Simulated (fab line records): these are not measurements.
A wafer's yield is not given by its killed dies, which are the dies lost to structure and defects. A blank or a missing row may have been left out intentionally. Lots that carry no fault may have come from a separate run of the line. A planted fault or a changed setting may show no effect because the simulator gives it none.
fab line records -- flow n5Finfet
[record] lots = 24, wafers = 72, lastDay = 18
route steps=1938 shown SD_ACTIVATION@332 ILD0@340 SDB@357 DUMMY_REMOVAL@381
lots that met no fault: from a run of the same line without faults
startH: the number of hours between the record's first day and the start of the first shown wafer of the lot -- waitH: hours since the lot's step before -- " the same as in the row above -- L1.1+2: a row that stands for several wafers -- - value missing, or start not given -- * or withheld: withheld -- < > ~ a bound
route shown NAME@n: a module of which the file shows steps, and the number in the route of the first -- usual: the fault-free wafers' mean and standard deviation -- same: alike in all rows -- chamber/n: place in a boat -- sites: each site's reading -- _std_site: how widely they spread, as a standard deviation -- _edge_site: the outer-site mean with the inner-site mean subtracted -- radiusMm: for every site, how far away it sits from the centre of the wafer -- mask NAME#n: copy n -- behind: tool/chamber where the wafer was last shaped -- hold: cause of the lot's hold/its duration in hours/its outcome -- device: which transistor (n, p or np) failed to switch -- end of line: the tests these same wafers got at the end of their route -- a step with no rows: only its recipe -- killed: dies lost to structure and defects at the first sort, not the wafer's yield -- map: the dies of a wafer, with x for killed, . for not killed, _ for no die there
set.NAME: the setting as run; set.NAME@STEP: as run at that earlier step -- model.NAME: the simulator's own value behind a step, which no gauge read
one table for each step of the route and one row for each wafer, over a sample of lots
services: when a tool's chamber went out of use (startH, in hours from the record's first day, below 0 if earlier), for how many hours, and the reason
[[steps]]
[step N5_SD_ACTIVATION_RS_MEAS_03]
[recipe] thkMeasGauge = four-point-probe
[usual] RS_SD_N = 21.92/0.28, RS_SD_P = 56.3/1.1
lot.wafer,tool,chamber,startH,waitH,RS_SD_N[ohm/sq],RS_SD_P[ohm/sq]
L074.3,filmMetro-02,-,65.86,0.2,22.32,57.3
L074.5,filmMetro-02,-,65.86,0.2,22.13,57.6
L074.6,filmMetro-02,-,65.86,0.2,22.11,57.0
L075.1,filmMetro-01,-,65.99,0.2,21.84,57.2
L075.2,filmMetro-01,-,65.99,0.2,21.72,57.1
L075.6,filmMetro-01,-,65.99,0.2,21.43,57.5
L076.4,filmMetro-02,-,71.39,0.1,21.38,57.9
L076.5,filmMetro-02,-,71.39,0.1,21.68,57.5
L076.6,filmMetro-02,-,71.39,0.1,21.80,57.2
L077.2,filmMetro-02,-,78.20,0.2,22.55,57.6
L077.5,filmMetro-02,-,78.20,0.2,22.00,56.6
L077.6,filmMetro-02,-,78.20,0.2,22.33,57.0
L078.3,filmMetro-02,-,87.34,0.2,21.70,55.8
L078.4,filmMetro-02,-,87.34,0.2,21.72,56.2
L078.6,filmMetro-02,-,87.34,0.2,21.54,56.6
L079.2,filmMetro-02,-,89.57,0.2,21.64,54.4
L079.3,filmMetro-02,-,89.57,0.2,21.68,54.3
L079.4,filmMetro-02,-,89.57,0.2,21.65,55.3
L080.2,filmMetro-02,-,94.06,0.2,21.97,54.9
L080.5,filmMetro-02,-,94.06,0.2,21.99,56.7
L080.6,filmMetro-02,-,94.06,0.2,22.04,55.6
L081.1,filmMetro-01,-,101.59,0.2,21.69,58.3
L081.4,filmMetro-01,-,101.59,0.2,21.44,58.2
L081.5,filmMetro-01,-,101.59,0.2,21.96,57.1
L082.1,filmMetro-02,-,110.40,0.2,21.99,56.3
L082.3,filmMetro-02,-,110.40,0.2,21.90,56.6
L082.4,filmMetro-02,-,110.40,0.2,22.10,57.4
L083.3,filmMetro-02,-,115.88,0.2,21.86,57.2
L083.5,filmMetro-02,-,115.88,0.2,22.04,56.8
L083.6,filmMetro-02,-,115.88,0.2,21.91,57.4
L084.2,filmMetro-01,-,121.53,0.2,21.59,56.9
L084.3,filmMetro-01,-,121.53,0.2,21.67,56.3
L084.5,filmMetro-01,-,121.53,0.2,21.90,57.2
L085.2,filmMetro-02,-,127.90,0.2,21.78,56.1
L085.3,filmMetro-02,-,127.90,0.2,22.22,56.0
L085.4,filmMetro-02,-,127.90,0.2,22.09,56.3
L086.1,filmMetro-01,-,137.50,0.2,21.59,55.5
L086.5,filmMetro-01,-,137.50,0.2,21.76,56.0
L086.6,filmMetro-01,-,137.50,0.2,22.04,55.1
L087.1,filmMetro-02,-,139.65,0.2,22.09,56.3
L087.3,filmMetro-02,-,139.65,0.2,21.66,57.7
L087.6,filmMetro-02,-,139.65,0.2,22.10,57.7
L088.1,filmMetro-02,-,145.25,0.2,21.55,56.7
L088.5,filmMetro-02,-,145.25,0.2,21.49,56.5
L088.6,filmMetro-02,-,145.25,0.2,21.67,56.2
L089.2,filmMetro-01,-,148.81,0.2,22.17,55.1
L089.5,filmMetro-01,-,148.81,0.2,21.91,55.1
L089.6,filmMetro-01,-,148.81,0.2,22.31,56.1
L090.1,filmMetro-02,-,155.33,0.2,21.75,55.6
L090.3,filmMetro-02,-,155.33,0.2,21.87,55.3
L090.4,filmMetro-02,-,155.33,0.2,21.73,55.7
L091.1,filmMetro-01,-,162.08,0.2,22.09,55.0
L091.2,filmMetro-01,-,162.08,0.2,21.83,55.3
L091.3,filmMetro-01,-,162.08,0.2,21.87,55.9
L092.1,filmMetro-02,-,166.93,0.2,22.32,55.5
L092.4,filmMetro-02,-,166.93,0.2,22.34,55.1
L092.6,filmMetro-02,-,166.93,0.2,22.50,54.9
L093.1,filmMetro-01,-,175.90,0.2,21.84,57.5
L093.2,filmMetro-01,-,175.90,0.2,22.08,57.7
L093.4,filmMetro-01,-,175.90,0.2,22.22,57.4
L094.1,filmMetro-02,-,180.96,0.2,21.94,57.2
L094.5,filmMetro-02,-,180.96,0.2,22.08,56.3
L094.6,filmMetro-02,-,180.96,0.2,21.46,55.6
L095.3,filmMetro-01,-,183.69,0.2,21.38,55.5
L095.5,filmMetro-01,-,183.69,0.2,21.57,56.1
L095.6,filmMetro-01,-,183.69,0.2,21.51,56.2
L096.1,filmMetro-02,-,190.09,0.2,22.27,55.9
L096.2,filmMetro-02,-,190.09,0.2,22.31,56.1
L096.4,filmMetro-02,-,190.09,0.2,22.02,56.1
L097.2,filmMetro-01,-,200.87,0.2,21.89,54.1
L097.3,filmMetro-01,-,200.87,0.2,22.21,53.8
L097.5,filmMetro-01,-,200.87,0.2,22.27,53.6
[step N5_ILD0_CMP_07]
[recipe] stopOn = poly-Si, material = SiO2_flowable, tOverpolishS = 1.18, postCmpClean = alkalineBrush, downForcePsi = 4.1491, platenRpm = 51.796, padVelocityMS = 1.0306, targetThkNm = 138.88
[usual] motorCurrentA = 12.3/1.6
lot.wafer,tool,chamber,startH,waitH,motorCurrentA
L074.3,cmp-02,1,70.22,0.0,16.2
L074.5,cmp-02,1,70.22,0.0,15.1
L074.6,cmp-02,2,70.22,0.0,11.6
L075.2,cmp-01,2,70.22,0.0,13.1
L075.1,cmp-01,1,70.22,0.0,9.8
L075.6,cmp-01,3,70.22,0.0,12.8
L076.4,cmp-03,1,75.21,0.1,12.9
L076.6,cmp-03,2,75.21,0.1,11.3
L076.5,cmp-03,3,75.21,0.1,12.1
L077.2,cmp-03,0,81.53,0.1,12.7
L077.5,cmp-03,2,81.53,0.1,11.5
L077.6,cmp-03,3,81.53,0.1,13.2
L078.4,cmp-01,1,90.34,0.0,10.4
L078.3,cmp-01,3,90.34,0.0,12.2
L078.6,cmp-01,1,90.34,0.0,10.3
L079.4,cmp-03,1,92.87,0.0,12.6
L079.3,cmp-03,3,92.87,0.0,12.7
L079.2,cmp-03,0,92.87,0.0,12.8
L080.2,cmp-02,1,98.75,0.1,15.2
L080.5,cmp-02,2,98.75,0.1,11.4
L080.6,cmp-02,3,98.75,0.1,10.7
L081.1,cmp-01,3,106.07,0.1,13.1
L081.4,cmp-01,0,106.07,0.1,11.3
L081.5,cmp-01,2,106.07,0.1,14.4
L082.3,cmp-02,0,113.46,0.0,12.8
L082.1,cmp-02,2,113.46,0.0,11.6
L082.4,cmp-02,3,113.46,0.0,11.2
L083.3,cmp-01,3,118.93,0.1,13.3
L083.6,cmp-01,2,118.93,0.1,13.8
L083.5,cmp-01,3,118.93,0.1,12.9
L084.2,cmp-03,3,124.80,0.1,12.8
L084.3,cmp-03,0,124.80,0.1,12.6
L084.5,cmp-03,3,124.80,0.1,12.9
L085.2,cmp-01,1,131.22,0.0,10.3
L085.4,cmp-01,2,131.22,0.0,13.5
L085.3,cmp-01,3,131.22,0.0,12.7
L086.1,cmp-02,1,140.63,0.1,15.9
L086.6,cmp-02,3,140.63,0.1,11.2
L086.5,cmp-02,0,140.63,0.1,13.3
L087.1,cmp-02,0,142.74,0.1,12.0
L087.3,cmp-02,2,142.74,0.1,12.2
L087.6,cmp-02,3,142.74,0.1,11.0
L088.1,cmp-01,3,148.57,0.0,12.9
L088.6,cmp-01,3,148.57,0.0,13.2
L088.5,cmp-01,0,148.57,0.0,11.0
L089.2,cmp-02,1,151.95,0.1,15.9
L089.5,cmp-02,2,151.95,0.1,11.0
L089.6,cmp-02,3,151.95,0.1,11.1
L090.3,cmp-01,1,158.61,0.0,10.1
L090.1,cmp-01,3,158.61,0.0,12.9
L090.4,cmp-01,0,158.61,0.0,11.3
L091.1,cmp-01,1,165.16,0.0,10.2
L091.2,cmp-01,2,165.16,0.0,14.2
L091.3,cmp-01,0,165.16,0.0,11.3
L092.4,cmp-01,1,170.00,0.0,9.9
L092.1,cmp-01,2,170.00,0.0,14.0
L092.6,cmp-01,2,170.00,0.0,13.7
L093.4,cmp-01,1,178.95,0.0,9.5
L093.1,cmp-01,2,178.95,0.0,14.1
L093.2,cmp-01,0,178.95,0.0,11.5
L094.1,cmp-02,3,184.17,0.0,11.5
L094.6,cmp-02,3,184.17,0.0,10.4
L094.5,cmp-02,0,184.17,0.0,13.4
L095.3,cmp-02,2,186.80,0.1,11.6
L095.5,cmp-02,1,186.80,0.1,15.5
L095.6,cmp-02,2,186.80,0.1,11.1
L096.1,cmp-01,2,193.77,0.0,13.8
L096.4,cmp-01,3,193.77,0.0,12.5
L096.2,cmp-01,0,193.77,0.0,11.3
L097.2,cmp-02,2,203.90,0.0,11.8
L097.3,cmp-02,1,203.90,0.0,15.7
L097.5,cmp-02,2,203.90,0.0,11.2
[step N5_ILD0_CMP_12]
[recipe] stopOn = poly-Si, material = SiNx, tOverpolishS = 6, postCmpClean = alkalineBrush, downForcePsi = 2.5, platenRpm = 51.8, padVelocityMS = 1.0307, targetThkNm = 17.67
[usual] motorCurrentA = 9.1/1.1, overpolishRunS = 5.999/0.009, timeToEndpointS = 27/3.2
lot.wafer,tool,chamber,startH,waitH,motorCurrentA,overpolishRunS,timeToEndpointS
L074.3,cmp-03,0,74.59,1.1,8.9,5.988,23
L074.6,cmp-03,0,74.59,1.1,9.0,5.994,26
L074.5,cmp-03,1,74.59,1.1,9.3,5.994,28
L075.2,cmp-02,2,74.63,1.2,8.5,6.013,31
L075.1,cmp-02,3,74.63,1.2,8.4,6.004,28
L075.6,cmp-02,0,74.63,1.2,9.6,5.998,29
L076.4,cmp-03,3,79.05,1.2,9.2,5.999,28
L076.5,cmp-03,1,79.05,1.2,9.8,6.007,28
L076.6,cmp-03,2,79.05,1.2,7.8,5.985,27
L077.2,cmp-01,0,84.67,1.1,8.3,6.007,27
L077.5,cmp-01,0,84.67,1.1,8.1,5.999,29
L077.6,cmp-01,1,84.67,1.1,7.5,6.014,30
L078.4,cmp-03,1,93.63,1.2,9.4,5.985,28
L078.3,cmp-03,2,93.63,1.2,8.2,5.986,28
L078.6,cmp-03,3,93.63,1.2,9.2,6.016,28
L079.4,cmp-02,3,96.29,1.2,7.9,5.996,25
L079.2,cmp-02,0,96.29,1.2,9.4,5.988,26
L079.3,cmp-02,1,96.29,1.2,11.3,5.995,25
L080.2,cmp-01,2,101.98,1.1,10.4,6.011,32
L080.5,cmp-01,2,101.98,1.1,10.6,6.008,32
L080.6,cmp-01,3,101.98,1.1,9.8,6.014,33
L081.1,cmp-02,0,109.22,1.1,9.4,6.002,27
L081.4,cmp-02,3,109.22,1.1,8.0,6.001,23
L081.5,cmp-02,1,109.22,1.1,12.1,6.009,26
L082.4,cmp-03,2,116.72,1.2,7.9,6.022,26
L082.3,cmp-03,3,116.72,1.2,9.1,5.986,29
L082.1,cmp-03,0,116.72,1.2,9.2,5.996,23
L083.3,cmp-02,3,122.33,1.1,7.8,5.997,22
L083.6,cmp-02,3,122.33,1.1,8.1,6.020,23
L083.5,cmp-02,0,122.33,1.1,9.6,5.985,25
L084.2,cmp-02,0,128.18,1.2,9.7,6.007,24
L084.3,cmp-02,1,128.18,1.2,11.8,6.003,22
L084.5,cmp-02,0,128.18,1.2,9.4,6.004,23
L085.3,cmp-02,2,134.85,1.2,8.3,5.996,27
L085.4,cmp-02,3,134.85,1.2,8.3,5.995,22
L085.2,cmp-02,0,134.85,1.2,9.4,6.006,25
L086.1,cmp-01,2,143.88,1.2,10.5,5.993,27
L086.5,cmp-01,3,143.88,1.2,9.4,6.011,29
L086.6,cmp-01,0,143.88,1.2,8.0,5.983,27
L087.1,cmp-01,0,146.71,1.1,8.0,6.006,29
L087.3,cmp-01,1,146.71,1.1,7.8,5.988,31
L087.6,cmp-01,1,146.71,1.1,7.7,6.004,32
L088.1,cmp-01,0,152.06,1.3,8.0,5.997,28
L088.6,cmp-01,0,152.06,1.3,8.0,6.005,28
L088.5,cmp-01,1,152.06,1.3,7.5,6.004,32
L089.2,cmp-02,1,155.17,1.2,11.5,5.999,28
L089.5,cmp-02,3,155.17,1.2,8.0,5.999,24
L089.6,cmp-02,0,155.17,1.2,9.6,6.002,27
L090.4,cmp-01,2,162.52,1.2,10.5,6.007,30
L090.1,cmp-01,3,162.52,1.2,9.1,6.001,31
L090.3,cmp-01,0,162.52,1.2,8.2,6.008,30
L091.3,cmp-03,2,168.37,1.1,7.8,6.010,28
L091.2,cmp-03,3,168.37,1.1,9.7,6.012,31
L091.1,cmp-03,0,168.37,1.1,9.5,6.011,29
L092.1,cmp-01,0,173.25,1.2,8.0,5.975,27
L092.4,cmp-01,2,173.25,1.2,10.1,5.998,29
L092.6,cmp-01,3,173.25,1.2,9.3,5.999,29
L093.4,cmp-02,2,182.16,1.1,8.6,6.010,28
L093.2,cmp-02,3,182.16,1.1,8.3,5.996,21
L093.1,cmp-02,1,182.16,1.1,11.5,6.002,25
L094.1,cmp-02,1,188.21,1.1,11.0,5.998,25
L094.6,cmp-02,1,188.21,1.1,11.3,6.001,21
L094.5,cmp-02,2,188.21,1.1,8.2,6.000,27
L095.3,cmp-03,2,190.69,1.2,8.0,6.001,30
L095.6,cmp-03,1,190.69,1.2,9.1,6.002,34
L095.5,cmp-03,2,190.69,1.2,8.4,5.985,31
L096.2,cmp-02,1,197.02,1.2,11.7,5.992,23
L096.1,cmp-02,2,197.02,1.2,9.0,5.989,28
L096.4,cmp-02,3,197.02,1.2,8.0,6.013,22
L097.2,cmp-02,1,207.97,1.3,11.4,5.994,24
L097.3,cmp-02,2,207.97,1.3,8.9,6.012,27
L097.5,cmp-02,1,207.97,1.3,10.5,5.983,27
[step N5_SDB_OVL_MEAS_12]
[recipe] pointsPerWafer = 44
[usual] SDB_OVL = -0.1/0.76
lot.wafer,tool,chamber,startH,waitH,SDB_OVL[nm]
L075.1,overlay-02,0,75.39,0.0,-1.6
L075.2,overlay-02,0,75.39,0.0,-1.0
L075.6,overlay-02,0,75.39,0.0,-0.7
L074.3,overlay-02,0,75.55,0.0,-0.9
L074.5,overlay-02,0,75.55,0.0,0.7
L074.6,overlay-02,0,75.55,0.0,1.3
L076.4,overlay-01,0,79.81,0.0,0.2
L076.5,overlay-01,0,79.81,0.0,-1.1
L076.6,overlay-01,0,79.81,0.0,0.1
L077.2,overlay-01,0,85.51,0.0,1.2
L077.5,overlay-01,0,85.51,0.0,0.0
L077.6,overlay-01,0,85.51,0.0,0.3
L078.3,overlay-02,0,94.40,0.0,-0.1
L078.4,overlay-02,0,94.40,0.0,0.1
L078.6,overlay-02,0,94.40,0.0,-0.5
L079.2,overlay-01,0,97.09,0.0,0.9
L079.3,overlay-01,0,97.09,0.0,1.0
L079.4,overlay-01,0,97.09,0.0,0.9
L080.2,overlay-02,0,102.69,0.0,0.0
L080.5,overlay-02,0,102.69,0.0,0.2
L080.6,overlay-02,0,102.69,0.0,-0.4
L081.1,overlay-02,0,109.93,0.0,1.3
L081.4,overlay-02,0,109.93,0.0,0.4
L081.5,overlay-02,0,109.93,0.0,1.3
L082.1,overlay-01,0,117.39,0.0,-0.6
L082.3,overlay-01,0,117.39,0.0,-0.6
L082.4,overlay-01,0,117.39,0.0,-0.4
L083.3,overlay-01,0,123.24,0.0,0.4
L083.5,overlay-01,0,123.24,0.0,-0.1
L083.6,overlay-01,0,123.24,0.0,0.3
L084.2,overlay-01,0,128.85,0.0,-0.4
L084.3,overlay-01,0,128.85,0.0,-1.4
L084.5,overlay-01,0,128.85,0.0,-0.9
L085.2,overlay-01,0,135.65,0.0,0.8
L085.3,overlay-01,0,135.65,0.0,0.1
L085.4,overlay-01,0,135.65,0.0,0.9
L086.1,overlay-02,0,144.60,0.0,-1.2
L086.5,overlay-02,0,144.60,0.0,-0.1
L086.6,overlay-02,0,144.60,0.0,-0.6
L087.1,overlay-02,0,147.54,0.0,-0.2
L087.3,overlay-02,0,147.54,0.0,-0.4
L087.6,overlay-02,0,147.54,0.0,0.2
L088.1,overlay-01,0,152.89,0.0,-1.2
L088.5,overlay-01,0,152.89,0.0,0.2
L088.6,overlay-01,0,152.89,0.0,-1.0
L089.2,overlay-02,0,156.01,0.0,0.1
L089.5,overlay-02,0,156.01,0.0,0.7
L089.6,overlay-02,0,156.01,0.0,-0.8
L090.1,overlay-02,0,163.20,0.0,-1.8
L090.3,overlay-02,0,163.20,0.0,-0.1
L090.4,overlay-02,0,163.20,0.0,0.4
L091.1,overlay-02,0,169.21,0.0,0.8
L091.2,overlay-02,0,169.21,0.0,0.1
L091.3,overlay-02,0,169.21,0.0,0.5
L092.1,overlay-02,0,173.93,0.0,-0.3
L092.4,overlay-02,0,173.93,0.0,0.1
L092.6,overlay-02,0,173.93,0.0,-0.8
L093.1,overlay-01,0,183.00,0.0,-1.0
L093.2,overlay-01,0,183.00,0.0,-0.5
L093.4,overlay-01,0,183.00,0.0,0.2
L094.1,overlay-02,0,189.07,0.0,1.2
L094.5,overlay-02,0,189.07,0.0,0.3
L094.6,overlay-02,0,189.07,0.0,0.4
L095.3,overlay-01,0,191.36,0.0,-0.6
L095.5,overlay-01,0,191.36,0.0,-0.7
L095.6,overlay-01,0,191.36,0.0,-0.1
L096.1,overlay-02,0,197.82,0.0,-0.1
L096.2,overlay-02,0,197.82,0.0,-1.3
L096.4,overlay-02,0,197.82,0.0,-1.9
L097.2,overlay-01,0,208.80,0.0,-0.1
L097.3,overlay-01,0,208.80,0.0,-0.1
L097.5,overlay-01,0,208.80,0.0,-0.4
[step N5_SDB_THK_MEAS_31]
[recipe] reads = a-Si_of_DUMMY_GATE_CVD_03
[usual] SDB_THK = 63.7/1.2
lot.wafer,tool,chamber,startH,waitH,SDB_THK[nm]
L075.1,filmMetro-01,-,79.35,-,63.4
L075.2,filmMetro-01,-,79.35,-,61.4
L075.6,filmMetro-01,-,79.35,-,64.3
L074.3,filmMetro-02,-,79.72,-,63.5
L074.5,filmMetro-02,-,79.72,-,64.8
L074.6,filmMetro-02,-,79.72,-,65.2
L076.4,filmMetro-01,-,84.15,-,65.5
L076.5,filmMetro-01,-,84.15,-,65.4
L076.6,filmMetro-01,-,84.15,-,63.0
L077.2,filmMetro-01,-,89.43,-,63.4
L077.5,filmMetro-01,-,89.43,-,65.4
L077.6,filmMetro-01,-,89.43,-,64.1
L078.3,filmMetro-01,-,99.99,-,64.4
L078.4,filmMetro-01,-,99.99,-,63.7
L078.6,filmMetro-01,-,99.99,-,63.3
L079.2,filmMetro-01,-,101.33,-,63.0
L079.3,filmMetro-01,-,101.33,-,63.9
L079.4,filmMetro-01,-,101.33,-,63.8
L080.2,filmMetro-02,-,107.16,-,64.3
L080.5,filmMetro-02,-,107.16,-,62.0
L080.6,filmMetro-02,-,107.16,-,66.0
L081.1,filmMetro-01,-,113.85,-,63.9
L081.4,filmMetro-01,-,113.85,-,64.4
L081.5,filmMetro-01,-,113.85,-,64.6
L082.1,filmMetro-02,-,121.85,-,63.9
L082.3,filmMetro-02,-,121.85,-,64.7
L082.4,filmMetro-02,-,121.85,-,64.5
L083.3,filmMetro-01,-,128.48,-,62.5
L083.5,filmMetro-01,-,128.48,-,63.1
L083.6,filmMetro-01,-,128.48,-,63.3
L084.2,filmMetro-01,-,132.94,-,63.8
L084.3,filmMetro-01,-,132.94,-,61.8
L084.5,filmMetro-01,-,132.94,-,63.3
L085.2,filmMetro-01,-,139.73,-,66.5
L085.3,filmMetro-01,-,139.73,-,64.1
L085.4,filmMetro-01,-,139.73,-,63.4
L086.1,filmMetro-01,-,148.50,-,65.3
L086.5,filmMetro-01,-,148.50,-,64.8
L086.6,filmMetro-01,-,148.50,-,65.7
L087.1,filmMetro-01,-,151.42,-,63.5
L087.3,filmMetro-01,-,151.42,-,64.5
L087.6,filmMetro-01,-,151.42,-,63.5
L088.1,filmMetro-01,-,157.09,-,63.4
L088.5,filmMetro-01,-,157.09,-,63.6
L088.6,filmMetro-01,-,157.09,-,65.0
L089.2,filmMetro-02,-,159.90,-,64.5
L089.5,filmMetro-02,-,159.90,-,64.5
L089.6,filmMetro-02,-,159.90,-,62.8
L090.1,filmMetro-01,-,167.08,-,62.6
L090.3,filmMetro-01,-,167.08,-,63.5
L090.4,filmMetro-01,-,167.08,-,63.2
L091.1,filmMetro-01,-,174.72,-,65.9
L091.2,filmMetro-01,-,174.72,-,66.3
L091.3,filmMetro-01,-,174.72,-,65.9
L092.1,filmMetro-02,-,177.84,-,62.2
L092.4,filmMetro-02,-,177.84,-,63.6
L092.6,filmMetro-02,-,177.84,-,62.8
L093.1,filmMetro-02,-,187.27,-,64.3
L093.2,filmMetro-02,-,187.27,-,62.3
L093.4,filmMetro-02,-,187.27,-,62.5
L094.1,filmMetro-02,-,193.05,-,61.8
L094.5,filmMetro-02,-,193.05,-,64.4
L094.6,filmMetro-02,-,193.05,-,62.7
L095.3,filmMetro-02,-,195.45,-,63.4
L095.5,filmMetro-02,-,195.45,-,61.8
L095.6,filmMetro-02,-,195.45,-,63.7
L096.1,filmMetro-01,-,201.70,-,63.0
L096.2,filmMetro-01,-,201.70,-,62.3
L096.4,filmMetro-01,-,201.70,-,62.7
L097.2,filmMetro-02,-,212.68,-,62.8
L097.3,filmMetro-02,-,212.68,-,62.9
L097.5,filmMetro-02,-,212.68,-,61.9
[step N5_DUMMY_REMOVAL_INSPECT_06]
[recipe] inspectInstrument = brightfield, mode = aei
[usual] rawDefectCount = 14/6.9
lot.wafer,tool,chamber,startH,waitH,rawDefectCount
L075.1,defectInspect-02,-,79.61,0.0,17
L075.2,defectInspect-02,-,79.61,0.0,18
L075.6,defectInspect-02,-,79.61,0.0,23
L074.3,defectInspect-01,-,79.98,0.0,12
L074.5,defectInspect-01,-,79.98,0.0,10
L074.6,defectInspect-01,-,79.98,0.0,13
L076.4,defectInspect-01,-,84.41,0.0,10
L076.5,defectInspect-01,-,84.41,0.0,10
L076.6,defectInspect-01,-,84.41,0.0,12
L077.2,defectInspect-02,-,89.68,0.0,6
L077.5,defectInspect-02,-,89.68,0.0,10
L077.6,defectInspect-02,-,89.68,0.0,5
L078.3,defectInspect-02,-,100.25,0.0,9
L078.4,defectInspect-02,-,100.25,0.0,12
L078.6,defectInspect-02,-,100.25,0.0,8
L079.2,defectInspect-01,-,101.59,0.0,11
L079.3,defectInspect-01,-,101.59,0.0,46
L079.4,defectInspect-01,-,101.59,0.0,18
L080.2,defectInspect-02,-,107.42,0.0,12
L080.5,defectInspect-02,-,107.42,0.0,6
L080.6,defectInspect-02,-,107.42,0.0,11
L081.1,defectInspect-01,-,114.11,0.0,14
L081.4,defectInspect-01,-,114.11,0.0,22
L081.5,defectInspect-01,-,114.11,0.0,18
L082.1,defectInspect-01,-,122.11,0.0,14
L082.3,defectInspect-01,-,122.11,0.0,12
L082.4,defectInspect-01,-,122.11,0.0,15
L083.3,defectInspect-02,-,128.78,0.0,13
L083.5,defectInspect-02,-,128.78,0.0,5
L083.6,defectInspect-02,-,128.78,0.0,15
L084.2,defectInspect-01,-,133.19,0.0,16
L084.3,defectInspect-01,-,133.19,0.0,11
L084.5,defectInspect-01,-,133.19,0.0,9
L085.2,defectInspect-02,-,140.04,0.0,19
L085.3,defectInspect-02,-,140.04,0.0,12
L085.4,defectInspect-02,-,140.04,0.0,13
L086.1,defectInspect-01,-,148.76,0.0,33
L086.5,defectInspect-01,-,148.76,0.0,24
L086.6,defectInspect-01,-,148.76,0.0,23
L087.1,defectInspect-01,-,151.99,0.0,13
L087.3,defectInspect-01,-,151.99,0.0,4
L087.6,defectInspect-01,-,151.99,0.0,13
L088.1,defectInspect-01,-,157.40,0.0,10
L088.5,defectInspect-01,-,157.40,0.0,5
L088.6,defectInspect-01,-,157.40,0.0,25
L089.2,defectInspect-01,-,160.15,0.0,6
L089.5,defectInspect-01,-,160.15,0.0,13
L089.6,defectInspect-01,-,160.15,0.0,5
L090.1,defectInspect-01,-,167.34,0.0,11
L090.3,defectInspect-01,-,167.34,0.0,9
L090.4,defectInspect-01,-,167.34,0.0,26
L091.1,defectInspect-02,-,175.26,0.0,22
L091.2,defectInspect-02,-,175.26,0.0,16
L091.3,defectInspect-02,-,175.26,0.0,24
L092.1,defectInspect-02,-,178.10,0.0,21
L092.4,defectInspect-02,-,178.10,0.0,9
L092.6,defectInspect-02,-,178.10,0.0,11
L093.1,defectInspect-01,-,187.53,0.0,15
L093.2,defectInspect-01,-,187.53,0.0,8
L093.4,defectInspect-01,-,187.53,0.0,3
L094.1,defectInspect-01,-,193.41,0.0,14
L094.5,defectInspect-01,-,193.41,0.0,17
L094.6,defectInspect-01,-,193.41,0.0,18
L095.3,defectInspect-02,-,195.71,0.0,18
L095.5,defectInspect-02,-,195.71,0.0,13
L095.6,defectInspect-02,-,195.71,0.0,7
L096.1,defectInspect-02,-,201.95,0.0,14
L096.2,defectInspect-02,-,201.95,0.0,14
L096.4,defectInspect-02,-,201.95,0.0,14
L097.2,defectInspect-02,-,213.43,0.0,16
L097.3,defectInspect-02,-,213.43,0.0,8
L097.5,defectInspect-02,-,213.43,0.0,12
[[services]]
tool,chamber,startH,hours,kind
cmp-01,-,53.48,4.0,repair
cmp-03,-,56.42,6.1,repair
cmp-03,-,63.16,0.2,repair
cmp-01,-,70.71,9.5,pm
cmp-01,-,82.93,0.8,repair
cmp-03,-,127.78,4.0,pm
cmp-03,-,131.78,-,consumableReplace:conditioner
cmp-03,-,131.78,-,consumableReplace:pad
cmp-03,-,144.78,18.1,pm
cmp-03,-,166.26,1.2,repair
cmp-03,-,171.73,1.7,repair
cmp-03,-,183.05,3.6,repair
[[key]]
fault none
